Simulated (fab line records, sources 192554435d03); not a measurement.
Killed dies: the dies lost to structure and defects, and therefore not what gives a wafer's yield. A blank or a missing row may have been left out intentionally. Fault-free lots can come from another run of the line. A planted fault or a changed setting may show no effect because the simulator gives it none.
Split-lot experiment ; flow n5 finfet ; 39 wafers read across 7 lots, on a route 1938 steps long

## ABOUT THE SPLIT
At N5_BEOL_M0_SAQP_PECVD_04 (deposits a-Si from SiH4/He, target thk 60 nm, time 60.2 s), the setting time s was moved away from the recipe's 60.2 s on 15 of the 39 wafers read, by +30.6% to +56.6%. All remaining wafers had this setting at the recipe value.

## FROM THE SPLIT TO THE READING: what the file shows between them, 5 steps
- N5_BEOL_M0_SAQP_THK_MEAS_05
- N5_BEOL_M0_SAQP_HM_DEP_111: deposits SiO2 from SiH4/N2O, target thk 12 nm, time 7.2 s
- N5_BEOL_M0_SAQP_COAT_81: time 60 s, resist thk 100 nm
- N5_BEOL_M0_SAQP_HM_OPEN_112: chemistry CHF3/O2, target SiO2, stops on a-Si, target depth 12 nm, time 13.5 s
- N5_BEOL_M0_SAQP_STRIP_113: strips in CHF3/O2

## THE READING
oes product au, in a.u., at N5_BEOL_M0_SAQP_MANDREL_ETCH_20 (etches a-Si in HBr/Cl2, stops on SiNx, target depth 60 nm, bt time 10 s, time 30 s). Fault-free wafers of this fab line usually give 0.775 a.u., standard deviation 0.013 a.u.

wafer;tool, chamber at the split;time s as run, s;against the recipe;oes product au, a.u.;against lot-mates on the recipe
L076.1;pecvd-02, 0;60.2;recipe;0.778;-
L076.2;pecvd-02, 2;87.59;+45.5%;0.976;+0.196
L076.3;pecvd-02, 1;60.2;recipe;0.780;-
L076.4;pecvd-02, 1;87.59;+45.5%;0.985;+0.205
L076.5;pecvd-02, 0;87.59;+45.5%;0.982;+0.202
L076.6;pecvd-02, 2;60.2;recipe;0.781;-
L080.1;pecvd-03, 2;60.2;recipe;0.743;-
L080.2;pecvd-03, 1,0;60.2;recipe;0.771;-
L080.3;pecvd-03, 1,0;60.2;recipe;0.765;-
L085.1;pecvd-04, 0;60.2;recipe;0.779;-
L085.2;pecvd-04, 2;82.26;+36.6%;0.936;+0.161
L085.3;pecvd-04, 2;60.2;recipe;0.772;-
L085.4;pecvd-04, 0;60.2;recipe;0.775;-
L085.5;pecvd-04, 0;82.26;+36.6%;0.952;+0.177
L085.6;pecvd-04, 2;82.26;+36.6%;0.962;+0.187
L088.1;pecvd-02, 0;60.2;recipe;0.766;-
L088.2;pecvd-02, 1;60.2;recipe;0.775;-
L088.3;pecvd-02, 0,1;60.2;recipe;0.779;-
L088.4;pecvd-02, 0,1;60.2;recipe;0.781;-
L088.5;pecvd-02, 1,0;60.2;recipe;0.773;-
L088.6;pecvd-02, 1,0;60.2;recipe;0.783;-
L091.1;pecvd-04, 2;60.2;recipe;0.781;-
L091.2;pecvd-04, 1;94.29;+56.6%;0.977;+0.205
L091.3;pecvd-04, 0;60.2;recipe;0.764;-
L091.4;pecvd-04, 0;94.29;+56.6%;1.015;+0.243
L091.5;pecvd-04, 1;60.2;recipe;0.772;-
L091.6;pecvd-04, 2;94.29;+56.6%;1.012;+0.240
L093.1;pecvd-04, 0;78.65;+30.6%;0.894;+0.109
L093.2;pecvd-04, 2,0;60.2;recipe;0.782;-
L093.3;pecvd-04, 1;78.65;+30.6%;0.908;+0.123
L093.4;pecvd-04, 2,0;60.2;recipe;0.787;-
L093.5;pecvd-04, 1;78.65;+30.6%;0.936;+0.151
L093.6;pecvd-04, 2;60.2;recipe;0.787;-
L094.1;pecvd-03, 2,1;60.2;recipe;0.769;-
L094.2;pecvd-03, 1;79.22;+31.6%;0.892;+0.121
L094.3;pecvd-03, 0;60.2;recipe;0.768;-
L094.4;pecvd-03, 0;79.22;+31.6%;0.926;+0.155
L094.5;pecvd-03, 2;79.22;+31.6%;0.915;+0.144
L094.6;pecvd-03, 2,1;60.2;recipe;0.776;-
If several chambers appear in one row, that row covers several wafers at once and the file leaves open which wafer was in which chamber.

FIT RESULTS
A straight line over all 39 wafers: oes product au changes by +0.00432 a.u. for each +1% of time s; r = +0.99; the points scatter about the line by 0.014 a.u.
The same after taking each lot's own level away (the mean of its wafers on the recipe; 39 wafers): +0.00429 a.u. for each +1%; r = +0.99; scatter 0.012 a.u.
The reading moves by 0.24 a.u. for the largest change in time s, on that fit.
From 0.7597 to 0.7853 a.u.: that is the span of the lots' own levels, equal to 2.0 times the standard deviation above.
The two slopes agree, so the slope changes little with the lot-to-lot level.
Check: for one of the wafers moved furthest among these (+56.6%), held out of the fit, the line's prediction against its lot-mates is +0.249 a.u. Against them it came out at +0.205 a.u.

## THE WHOLE CHAIN: every reading that the file lists as answering this split, in the file's order
step;what it does;reading;change (the file's fit);r (the file's)
N5_BEOL_M0_SAQP_PECVD_04;deposits a-Si from SiH4/He, target thk 60 nm, time 60.2 s;a-Si_of_BEOL_M0_SAQP_PECVD_04.thk nm (the simulator's own value, which no gauge read);+0.603 nm for each +1% of the setting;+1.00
N5_BEOL_M0_SAQP_THK_MEAS_05;;thk nm;withheld for each +1% of the setting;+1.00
N5_BEOL_M0_SAQP_MANDREL_ETCH_20;etches a-Si in HBr/Cl2, stops on SiNx, target depth 60 nm, bt time 10 s, time 30 s;oes product au;+0.00431 a.u. for each +1% of the setting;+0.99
N5_BEOL_M0_SAQP_MANDREL_ETCH_20;etches a-Si in HBr/Cl2, stops on SiNx, target depth 60 nm, bt time 10 s, time 30 s;etch.depth nm (the simulator's own value, which no gauge read);+0.581 nm for each +1% of the setting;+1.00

## FILE'S OWN FIT
oes product au changes by +0.00431 a.u. for each +1% of time s, r = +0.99.
